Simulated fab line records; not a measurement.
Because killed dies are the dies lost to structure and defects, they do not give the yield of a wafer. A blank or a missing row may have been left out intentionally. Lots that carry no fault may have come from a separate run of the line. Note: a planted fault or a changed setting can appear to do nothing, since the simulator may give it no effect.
fab line records -- flow n5Finfet
[record] lots = 6, wafers = 17, lastDay = 19
route steps=1938 shown BEOL_M4@1100 BEOL_M5@1112 PASSIVATION@1936
lots with no fault: from the same line, run without faults
startH: hours from the record's opening day to when the first of the lot's shown wafers began -- waitH: hours since the lot's step before -- " as in the row above -- L1.1+2: one row covering several wafers at once -- - either no value or no given start -- * or withheld: withheld -- < > ~ a bound
route shown NAME@n: a module of which the file shows steps, and the number in the route of the first -- usual: the fault-free wafers' mean and standard deviation -- same: alike in all rows -- chamber/n: place in a boat -- sites: per-site readings -- _std_site: the standard deviation of these -- _edge_site: outer sites' mean less inner sites' -- radiusMm: how far each site lies from the wafer's centre -- mask NAME#n: copy n -- behind: the last tool/chamber to shape the wafer -- hold: cause of the lot's hold/its duration in hours/its outcome -- device: transistor that didn't switch, given as n, p or np -- end of line: the route-end tests of the same wafers -- for a step that has no rows: nothing shown but its recipe -- killed: at the first sort, the dies lost to defects and structure; wafer yield is something else -- map: a wafer's dies, marking killed ones x, the rest . and places with no die _
set.NAME: setting as actually run; set.NAME@STEP: the setting as run at that earlier step -- model.NAME: the simulator's own value behind a step, which no gauge read
certain route steps with their lots: each step a table, each wafer a row
services: when a tool's chamber went out of use (startH, in hours from the record's first day, below 0 if earlier), for how many hours, and the reason
[[steps]]
[step N5_BEOL_M4_SPUTTER_96]
[recipe] material = Cu, targetThkA = 45, tempC = -20, chamberPressurePa = 0.07, powerW = withheld, timeS = 8.29
[usual] throttleValvePct = 29.7/1.3
lot.wafer,tool,chamber,startH,waitH,throttleValvePct
L866.2,pvdSputter-02,-,238.00,0.1,30.2
L866.3,pvdSputter-02,-,238.00,0.1,28.8
L866.4,pvdSputter-02,-,238.00,0.1,31.5
L870.2,pvdSputter-03,-,247.82,0.1,29.1
L870.5,pvdSputter-03,-,247.82,0.1,28.3
L870.6,pvdSputter-03,-,247.82,0.1,28.9
L874.1,pvdSputter-02,-,270.88,0.1,28.9
L874.3,pvdSputter-02,-,270.88,0.1,29.9
L874.5,pvdSputter-02,-,270.88,0.1,30.2
L880.3,pvdSputter-03,-,320.74,0.1,27.8
L880.5,pvdSputter-03,-,320.74,0.1,29.0
L880.6,pvdSputter-03,-,320.74,0.1,27.7
L882.1,pvdSputter-02,-,322.44,0.1,31.4
L882.2,pvdSputter-02,-,322.44,0.1,28.9
L882.6,pvdSputter-02,-,322.44,0.1,31.3
L887.2,pvdSputter-01,-,347.59,0.1,28.4
L887.6,pvdSputter-01,-,347.59,0.1,31.1
[step N5_BEOL_M4_ECD_50]
[recipe] material = Cu, targetThkA = 3000
[step N5_BEOL_M4_ANNEAL_51]
[recipe] tempC = 225, timeS = 90, ambient = N2
[usual] wafer_temp_C_max = 226.4/0.31
lot.wafer,tool,chamber,startH,waitH,wafer_temp_C_max
L866.2,rtpAnneal-01,0,238.25,0.1,226.3
L866.3,rtpAnneal-01,0,238.25,0.1,226.1
L866.4,rtpAnneal-01,0,238.25,0.1,226.2
L870.2,rtpAnneal-01,0,248.06,0.1,226.1
L870.5,rtpAnneal-01,0,248.06,0.1,226.6
L870.6,rtpAnneal-01,0,248.06,0.1,226.5
L874.1,rtpAnneal-02,0,271.07,0.1,226.2
L874.3,rtpAnneal-02,0,271.07,0.1,226.1
L874.5,rtpAnneal-02,0,271.07,0.1,226.7
L880.3,rtpAnneal-02,0,321.03,0.1,226.7
L880.5,rtpAnneal-02,0,321.03,0.1,226.5
L880.6,rtpAnneal-02,0,321.03,0.1,227.2
L882.1,rtpAnneal-01,0,322.64,0.1,226.3
L882.2,rtpAnneal-01,0,322.64,0.1,226.0
L882.6,rtpAnneal-01,0,322.64,0.1,225.9
L887.2,rtpAnneal-01,0,347.83,0.1,226.3
L887.6,rtpAnneal-01,0,347.83,0.1,226.0
[step N5_BEOL_M4_CMP_52]
[recipe] stopOn = SiOC, tOverpolishS = 6.8, downForcePsi = 1, platenRpm = 50, clearingPlatenDownForcePsi = 1.5, clearingPlatenRpm = 50, postCmpClean = cuAlkaline, targetThkNm = 40, clearingPlatenPadVelocityMS = 0.99484, padVelocityMS = 0.99484
[usual] barrierFieldEndpointS = 24.6/0.72, motorCurrentA = 6.3/0.67, overpolishRunS = 6.801/0.009, padLifeWafers = 856/470, timeToEndpointS = 62/3.7
lot.wafer,tool,chamber,startH,waitH,barrierFieldEndpointS,motorCurrentA,overpolishRunS,padLifeWafers,timeToEndpointS
L866.2,cmp-02,0,238.50,0.2,24.9,7.4,6.793,936,62
L866.4,cmp-02,2,238.50,0.2,25.3,5.0,6.792,938,61
L866.3,cmp-02,3,238.50,0.2,25.6,6.4,6.797,939,67
L870.2,cmp-02,0,248.35,0.2,24.0,7.2,6.787,1015,59
L870.6,cmp-02,3,248.35,0.2,25.0,6.3,6.811,-,66
L870.5,cmp-02,0,248.35,0.2,24.6,7.1,6.796,-,55
L874.1,cmp-04,0,271.41,0.3,24.4,6.4,6.818,1027,59
L874.3,cmp-04,1,271.41,0.3,24.5,6.2,6.790,1028,62
L874.5,cmp-04,3,271.41,0.3,24.2,5.7,6.788,-,59
L880.3,cmp-04,0,321.23,0.2,24.2,6.1,6.781,1380,63
L880.6,cmp-04,0,321.23,0.2,24.4,6.1,6.800,-,63
L880.5,cmp-04,1,321.23,0.2,25.0,6.6,6.784,-,65
L882.1,cmp-04,0,322.98,0.3,24.1,6.2,6.817,1393,60
L882.2,cmp-04,1,322.98,0.3,24.5,6.6,6.807,1394,64
L882.6,cmp-04,3,322.98,0.3,23.5,5.9,6.794,-,57
L887.2,cmp-01,3,348.19,0.3,23.6,6.3,6.796,897,55
L887.6,cmp-01,1,348.19,0.3,24.8,7.4,6.783,-,64
[step N5_BEOL_M4_THK_MEAS_53]
[recipe] thkMeasGauge = xrf, reads = Cu_of_BEOL_M4_ECD_50
[usual] M4_THK = 39.7/1.7
lot.wafer,tool,chamber,startH,waitH,M4_THK[nm]
L866.2,filmMetro-02,-,238.79,-,39.9
L866.3,filmMetro-02,-,238.79,-,43.2
L866.4,filmMetro-02,-,238.79,-,41.6
L870.2,filmMetro-02,-,248.60,-,39.2
L870.5,filmMetro-02,-,248.60,-,38.6
L870.6,filmMetro-02,-,248.60,-,40.8
L874.1,filmMetro-01,-,271.67,-,38.9
L874.3,filmMetro-01,-,271.67,-,38.7
L874.5,filmMetro-01,-,271.67,-,35.9
L880.3,filmMetro-02,-,321.53,-,40.4
L880.5,filmMetro-02,-,321.53,-,39.3
L880.6,filmMetro-02,-,321.53,-,39.6
L882.1,filmMetro-02,-,323.23,-,39.0
L882.2,filmMetro-02,-,323.23,-,38.5
L882.6,filmMetro-02,-,323.23,-,37.5
L887.2,filmMetro-02,-,348.38,-,37.1
L887.6,filmMetro-02,-,348.38,-,42.6
[step N5_BEOL_M4_PRE_CLEAN_60]
[recipe] gas = NH3/H2, timeS = 15, tempC = *, rfPowerW = 300
[step N5_BEOL_M4_CO_CAP_55]
[recipe] material = Co, targetThkA = 20, tempC = 200, precursor = CCTBA/H2, pressureTorr = 30, timeS = 102.1
[usual] heaterPowerW = 249/34
lot.wafer,tool,chamber,startH,waitH,heaterPowerW
L866.2,cvdCo-02,1,238.87,0.0,276
L866.3,cvdCo-02,2,238.87,0.0,215
L866.4,cvdCo-02,2,238.87,0.0,216
L870.2,cvdCo-02,2,248.74,0.0,212
L870.5,cvdCo-02,1,248.74,0.0,284
L870.6,cvdCo-02,0,248.74,0.0,269
L874.1,cvdCo-02,0,271.74,0.0,269
L874.3,cvdCo-02,2,271.74,0.0,211
L874.5,cvdCo-02,0,271.74,0.0,261
L880.3,cvdCo-02,2,321.61,0.0,217
L880.5,cvdCo-02,0,321.61,0.0,271
L880.6,cvdCo-02,1,321.61,0.0,275
L882.1,cvdCo-01,2,323.33,0.0,217
L882.2,cvdCo-01,0,323.33,0.0,217
L882.6,cvdCo-01,0,323.33,0.0,218
L887.2,cvdCo-01,0,348.48,0.0,213
L887.6,cvdCo-01,2,348.48,0.0,218
[step N5_BEOL_M4_PRE_CLEAN_56]
[recipe] gas = NH3, timeS = 15, tempC = withheld, rfPowerW = 300
[step N5_BEOL_M4_DEP_57]
[recipe] material = SiCN, targetThkA = 80, tempC = withheld, precursor = 3MS/NH3, pressureTorr = 3, rfW = 202, timeS = 14
[step N5_BEOL_M4_RS_MEAS_58]
[recipe] thkMeasGauge = four-point-probe, reads = Co_of_BEOL_M4_CO_CAP_55+Cu_of_BEOL_M4_ECD_50+Co_of_BEOL_M4_CVD_47+TaN_of_BEOL_M4_ALD_84
[usual] M4_RS = 0.67/0.037
lot.wafer,tool,chamber,startH,waitH,M4_RS[ohm/sq]
L866.2,filmMetro-02,-,239.05,0.1,0.66
L866.3,filmMetro-02,-,239.05,0.1,0.60
L866.4,filmMetro-02,-,239.05,0.1,0.63
L870.2,filmMetro-01,-,248.93,0.1,0.68
L870.5,filmMetro-01,-,248.93,0.1,0.70
L870.6,filmMetro-01,-,248.93,0.1,0.65
L874.1,filmMetro-02,-,271.93,0.0,0.68
L874.3,filmMetro-02,-,271.93,0.0,0.68
L874.5,filmMetro-02,-,271.93,0.0,0.75
L880.3,filmMetro-02,-,321.79,0.1,0.65
L880.5,filmMetro-02,-,321.79,0.1,0.67
L880.6,filmMetro-02,-,321.79,0.1,0.66
L882.1,filmMetro-02,-,323.53,0.0,0.69
L882.2,filmMetro-02,-,323.53,0.0,0.70
L882.6,filmMetro-02,-,323.53,0.0,0.72
L887.2,filmMetro-02,-,348.70,0.1,0.72
L887.6,filmMetro-02,-,348.70,0.1,0.61
[step N5_BEOL_M4_INSPECT_59]
[recipe] inspectInstrument = darkfield, mode = postDep
[usual] rawDefectCount = 85/27
lot.wafer,tool,chamber,startH,waitH,rawDefectCount
L866.2,defectInspect-01,-,239.08,0.0,49
L866.3,defectInspect-01,-,239.08,0.0,52
L866.4,defectInspect-01,-,239.08,0.0,48
L870.2,defectInspect-02,-,248.95,0.0,67
L870.5,defectInspect-02,-,248.95,0.0,47
L870.6,defectInspect-02,-,248.95,0.0,46
L874.1,defectInspect-02,-,271.95,0.0,62
L874.3,defectInspect-02,-,271.95,0.0,101
L874.5,defectInspect-02,-,271.95,0.0,45
L880.3,defectInspect-02,-,321.82,0.0,107
L880.5,defectInspect-02,-,321.82,0.0,68
L880.6,defectInspect-02,-,321.82,0.0,91
L882.1,defectInspect-02,-,323.56,0.0,58
L882.2,defectInspect-02,-,323.56,0.0,109
L882.6,defectInspect-02,-,323.56,0.0,125
L887.2,defectInspect-02,-,348.72,0.0,133
L887.6,defectInspect-02,-,348.72,0.0,81
[step N5_BEOL_M4_RC_MEAS_101]
[usual] DIBL_N = 36.4/2.2, DIBL_P = 36.3/2.5, IOFF_N = 0.17/0.052, IOFF_P = 0.23/0.049, ION_N = 674/17, ION_P = 464/11, SS_N = 71.7/0.98, SS_P = 73.3/0.84, VT_N = 250/4, VT_P = -249/3.8
lot.wafer,tool,chamber,startH,waitH,DIBL_N[mV/V],DIBL_P[mV/V],IOFF_N[nA/um],IOFF_P[nA/um],ION_N[uA/um],ION_P[uA/um],SS_N[mV/dec],SS_P[mV/dec],VT_N[mV],VT_P[mV]
L866.2,prober-02,0,239.26,0.2,34.5,34.2,0.13,0.23,663,465,70.9,72.4,255,-247
L866.3,prober-02,0,239.26,0.2,34.0,33.9,0.13,0.22,672,474,71.0,72.7,252,-245
L866.4,prober-02,0,239.26,0.2,36.7,36.8,0.16,0.26,677,474,72.3,73.2,250,-245
L870.2,prober-02,0,249.13,0.2,34.1,32.3,0.12,0.15,651,444,70.9,72.8,256,-254
L870.5,prober-02,0,249.13,0.2,41.5,39.7,0.30,0.27,687,457,73.7,74.7,246,-248
L870.6,prober-02,0,249.13,0.2,34.6,34.0,0.14,0.17,681,460,70.8,72.4,252,-253
L874.1,prober-02,0,271.98,0.0,37.8,39.6,0.17,0.27,670,464,72.3,74.1,250,-248
L874.3,prober-02,0,271.98,0.0,37.4,38.4,0.17,0.23,690,471,72.0,74.0,249,-252
L874.5,prober-02,0,271.98,0.0,37.0,37.8,0.16,0.23,670,458,72.0,73.0,253,-249
L880.3,prober-01,0,322.15,0.3,34.0,33.9,0.12,0.18,669,465,70.6,73.1,255,-248
L880.5,prober-01,0,322.15,0.3,34.6,34.0,0.13,0.17,677,464,70.9,73.3,253,-250
L880.6,prober-01,0,322.15,0.3,42.9,38.9,0.49,0.29,666,452,78.0,74.8,246,-245
L882.1,prober-02,0,323.58,0.0,36.0,35.7,0.14,0.18,660,451,71.6,73.3,252,-250
L882.2,prober-02,0,323.58,0.0,36.3,36.6,0.14,0.20,664,456,71.7,73.1,252,-254
L882.6,prober-02,0,323.58,0.0,35.0,35.0,0.13,0.18,673,460,70.7,72.7,250,-255
L887.2,prober-01,0,349.62,0.9,37.3,37.8,0.17,0.24,683,472,71.9,73.3,250,-249
L887.6,prober-01,0,349.62,0.9,33.2,32.8,0.11,0.17,648,457,71.4,71.8,254,-253
[step N5_BEOL_M5_ILD_DEP_00]
[recipe] material = SiCOH_lowk, targetThkA = 1406.4, tempC = 300, precursor = DEMS/porogen, pressureTorr = 5, rfW = 500, timeS = 25.9
[usual] heaterPowerW = 324/49, showerheadPlenumPTorr = 5.741/0.017, susceptorTempC = 299.98/0.2, throttleValvePct = 14.0/0.79
lot.wafer,tool,chamber,startH,waitH,heaterPowerW,showerheadPlenumPTorr,susceptorTempC,throttleValvePct
L866.2,pecvd-04,2,240.07,0.7,409,5.707,299.91,12.9
L866.3,pecvd-04,1,240.07,0.7,278,5.743,300.05,15.2
L866.4,pecvd-04,2,240.07,0.7,420,5.727,299.90,12.9
L870.2,pecvd-02,2,249.94,0.7,283,5.733,299.90,13.4
L870.5,pecvd-02,1,249.94,0.7,242,5.737,300.32,14.7
L870.6,pecvd-02,0,249.94,0.7,375,5.764,299.82,13.7
L874.1,pecvd-04,1,272.95,0.8,291,5.757,300.26,15.2
L874.3,pecvd-04,1,272.95,0.8,286,5.752,300.20,15.1
L874.5,pecvd-04,0,272.95,0.8,401,5.727,300.21,13.7
L880.3,pecvd-02,0,322.80,0.5,328,5.771,299.85,13.9
L880.5,pecvd-02,2,322.80,0.5,331,5.737,299.99,13.3
L880.6,pecvd-02,1,322.80,0.5,282,5.748,303.57,14.8
L882.1,pecvd-02,0,324.55,0.8,365,5.755,300.21,13.8
L882.2,pecvd-02,1,324.55,0.8,280,5.752,303.84,14.7
L882.6,pecvd-02,1,324.55,0.8,280,5.736,304.13,14.8
L887.2,pecvd-04,0,350.42,0.7,336,5.702,300.10,13.5
L887.6,pecvd-04,2,350.42,0.7,337,5.718,299.95,13.2
[step N5_BEOL_M5_CURE_79]
[recipe] tempC = 385, timeS = 240, ambient = He/Ar, material = SiCOH_lowk
[usual] lampPowerPct = 52.31/0.059, wafer_temp_C_max = 387.2/0.69
lot.wafer,tool,chamber,startH,waitH,lampPowerPct,wafer_temp_C_max
L866.2,uvCure-03,2,240.29,0.2,52.39,387.2
L866.3,uvCure-03,2,240.29,0.2,52.30,388.1
L866.4,uvCure-03,2,240.29,0.2,52.37,388.2
L870.2,uvCure-02,0,250.16,0.2,52.44,386.0
L870.5,uvCure-02,0,250.16,0.2,52.29,386.2
L870.6,uvCure-02,0,250.16,0.2,52.31,386.7
L874.1,uvCure-03,2,273.03,0.1,52.33,387.7
L874.3,uvCure-03,2,273.03,0.1,52.35,388.1
L874.5,uvCure-03,2,273.03,0.1,52.28,387.3
L880.3,uvCure-02,2,323.02,0.2,52.37,387.4
L880.5,uvCure-02,2,323.02,0.2,52.23,388.0
L880.6,uvCure-02,2,323.02,0.2,52.23,388.5
L882.1,uvCure-02,2,324.61,0.0,52.28,388.1
L882.2,uvCure-02,2,324.61,0.0,52.27,387.1
L882.6,uvCure-02,2,324.61,0.0,52.25,388.0
L887.2,uvCure-03,1,350.56,0.1,52.36,387.4
L887.6,uvCure-03,1,350.56,0.1,52.34,386.5
[step N5_PASSIVATION_PROBE_49]
[usual] defectLimitedYield = 91.2/1.4, killed_at_M0_to_M3 = 34/9.3, killed_at_M4_up = 14/5.9, killedAtContacts = 14/5.7, killedAtFrontEnd = 38/10, killedAtOther = 4/3.2, killedDies = 104/17, killedOpen = 67/13, killedShort = 33/6.9, sort_bin_4_leakage = 0/3.6, sort_bin_5_function = 5.2/1, sort_bin_6_memory = 3.3/0.61, sortNPass = 1069/52, sortYieldPct = 91/4.4
[same] grossDies = 1180, killedAtBackSide = 0, sort_bin_8_speed[%] = 0
lot.wafer,tool,chamber,startH,waitH,defectLimitedYield[%],killed_at_M0_to_M3,killed_at_M4_up,killedAtContacts,killedAtFrontEnd,killedAtOther,killedDies,killedOpen,killedShort,sort_bin_4_leakage[%],sort_bin_5_function[%],sort_bin_6_memory[%],sortNPass,sortYieldPct[%]
L866.2,prober-02,-,349.79,0.8,90.7,32,20,11,44,3,110,65,44,0,5.0,4.0,1070,91
L866.3,prober-02,-,349.84,0.9,89.2,42,11,16,58,0,127,92,31,0,6.4,4.2,1053,89
L866.4,prober-02,-,349.89,0.9,90.0,33,11,29,38,7,118,77,38,0,6.6,3.2,1062,90
L874.1,prober-01,-,376.23,0.0,89.1,49,31,12,34,3,129,92,33,0,7.3,3.5,1051,89
L874.3,prober-01,-,376.33,0.1,90.4,31,32,14,36,0,113,83,24,0,5.5,3.9,1067,90
L874.5,prober-01,-,376.43,0.2,91.6,22,15,11,47,4,99,66,22,0,5.3,3.1,1081,92
L882.1,prober-01,-,431.57,0.0,91.8,35,14,10,28,10,97,63,29,0,4.8,2.7,1083,92
L882.2,prober-01,-,431.62,0.1,91.9,25,23,7,27,14,96,50,31,0,5.3,2.4,1084,92
L882.6,prober-01,-,431.82,0.3,92.2,35,14,12,28,3,92,61,23,0,4.5,2.8,1088,92
// killed by level:class
L866.2 FIN_SAQP:geometricParticle:short=12 FIN_SAQP:geometricParticle:open=11 BEOL_M0_SAQP:geometricParticle:short=9 BEOL_M4:geometricParticle:open=7 MOL_CONTACT_COAG:geometricParticle:open=6 MOL_CONTACT_COAG:geometricParticle:short=5 BEOL_M0:geometricParticle:open=5 BEOL_M2:geometricParticle:open=5
L866.3 FIN_SAQP:geometricParticle:open=23 MOL_CONTACT_COAG:geometricParticle:open=15 BEOL_M0_SAQP:geometricParticle:open=12 FIN_SAQP:geometricParticle:short=10 STI_FIN_REVEAL:geometricParticle:open=7 BEOL_M3:geometricParticle:open=7 BEOL_M0_SAQP:geometricParticle:short=6 BEOL_M0:geometricParticle:open=5
L866.4 MOL_CONTACT_COAG:geometricParticle:open=28 BEOL_M0_SAQP:geometricParticle:short=14 FIN_SAQP:geometricParticle:open=12 BEOL_M0_SAQP:geometricParticle:open=6 FIN_SAQP:geometricParticle:short=5 DUMMY_GATE:geometricParticle:open=4 STARTING-WAFER:geometricParticle:short=4 ILD0:geometricParticle:short=3
L874.1 BEOL_M2:geometricParticle:open=22 BEOL_M4:geometricParticle:open=16 BEOL_M0_SAQP:geometricParticle:open=13 ILD0:geometricParticle:open=8 MOL_CONTACT_COAG:geometricParticle:open=7 BEOL_M0_SAQP:geometricParticle:short=6 BEOL_M2:geometricParticle:short=6 FIN_SAQP:geometricParticle:open=5
L874.3 BEOL_M4:geometricParticle:open=16 BEOL_M2:geometricParticle:open=16 STI_FIN_REVEAL:geometricParticle:open=8 DUMMY_GATE:geometricParticle:open=7 MOL_CONTACT_COAG:geometricParticle:open=7 FIN_SAQP:geometricParticle:open=6 MOL_CONTACT_COAG:geometricParticle:short=5 ILD0:geometricParticle:short=4
L874.5 FIN_SAQP:geometricParticle:open=23 BEOL_M2:geometricParticle:open=11 MOL_CONTACT_COAG:geometricParticle:open=8 FIN_SAQP:geometricParticle:short=7 GATE_CUT:geometricParticle:short=4 BEOL_M3:geometricParticle:open=4 BEOL_M4:geometricParticle:open=4 STI_FIN_REVEAL:geometricParticle:open=3
L882.1 BEOL_M3:geometricParticle:open=11 BEOL_M2:geometricParticle:open=10 MOL_CONTACT_COAG:geometricParticle:open=8 BEOL_M4:geometricParticle:open=6 GATE_CUT:geometricParticle:short=5 BEOL_M1:geometricParticle:open=5 FIN_SAQP:geometricParticle:short=4 FIN_SAQP:geometricParticle:open=4
L882.2 PASSIVATION:areaEtch=13 MOL_CONTACT_COAG:geometricParticle:open=7 STI_FIN_REVEAL:geometricParticle:open=6 BEOL_M0_SAQP:geometricParticle:short=6 BEOL_M3:geometricParticle:open=6 BEOL_M4:geometricParticle:open=6 FIN_SAQP:geometricParticle:short=5 BEOL_M8:geometricParticle:open=5
L882.6 BEOL_M3:geometricParticle:open=13 MOL_CONTACT_COAG:geometricParticle:open=8 BEOL_M4:geometricParticle:open=7 BEOL_M0_SAQP:geometricParticle:short=5 BEOL_M1:geometricParticle:open=5 BEOL_M3:geometricParticle:short=4 STARTING-WAFER:geometricParticle:short=4 STARTING-WAFER:geometricParticle:open=4
[[services]]
tool,chamber,startH,hours,kind
cmp-04,-,214.01,0.5,repair
cmp-01,-,216.58,4.6,pm
cmp-04,-,222.93,2.0,repair
cmp-02,-,224.69,1.6,repair
cmp-01,-,235.07,4.0,pm
cmp-01,-,239.07,-,consumableReplace:conditioner
uvCure-03,-,242.79,2.1,pm
cmp-01,-,243.20,0.8,repair
pecvd-02,-,243.26,0.3,repair
pecvd-04,2,262.03,15.0,repair
pecvd-04,-,269.34,2.8,pm
cmp-04,-,274.33,6.9,pm
pecvd-04,2,281.82,5.5,scheduledDown
cmp-02,-,295.18,1.3,repair
pecvd-02,0,305.05,5.5,scheduledDown
cmp-01,-,305.16,2.4,repair
cmp-02,-,305.50,7.7,pm
cvdCo-02,-,318.65,1.4,repair
cvdCo-01,0,330.47,4.0,repair
uvCure-03,-,331.72,6.1,repair
cvdCo-01,1,334.43,-,clean
cvdCo-01,1,334.43,22.0,scheduledDown
cvdCo-01,1,334.43,22.0,ventCycle
cmp-01,-,350.13,2.1,repair
[[key]]
[firstSign] step = N5_BEOL_M5_ILD_DEP_00, reading = susceptorTempC, direction = up, sigmas = 20, usual = *, struck = *
effect none on later readings
metAt N5_BEOL_M5_ILD_DEP_00
struckWafers L880.6,L882.2,L882.6
[baselineLoss] step = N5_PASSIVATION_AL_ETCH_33, wafers = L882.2
onsetBetween 249.94 322.80
[fault] kind = processParameterDrift, tool = pecvd-02, chamber = 1, onsetH = 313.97, steps = N5_BEOL_M5_ILD_DEP_00, channel = tempC, offset = *, shape = step, endH = 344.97, actsIn = *, stated = *
// baselineLoss: these wafers lose ten dies or more at that step, a loss of the line's own and not of a fault; the sort's usual values leave them out
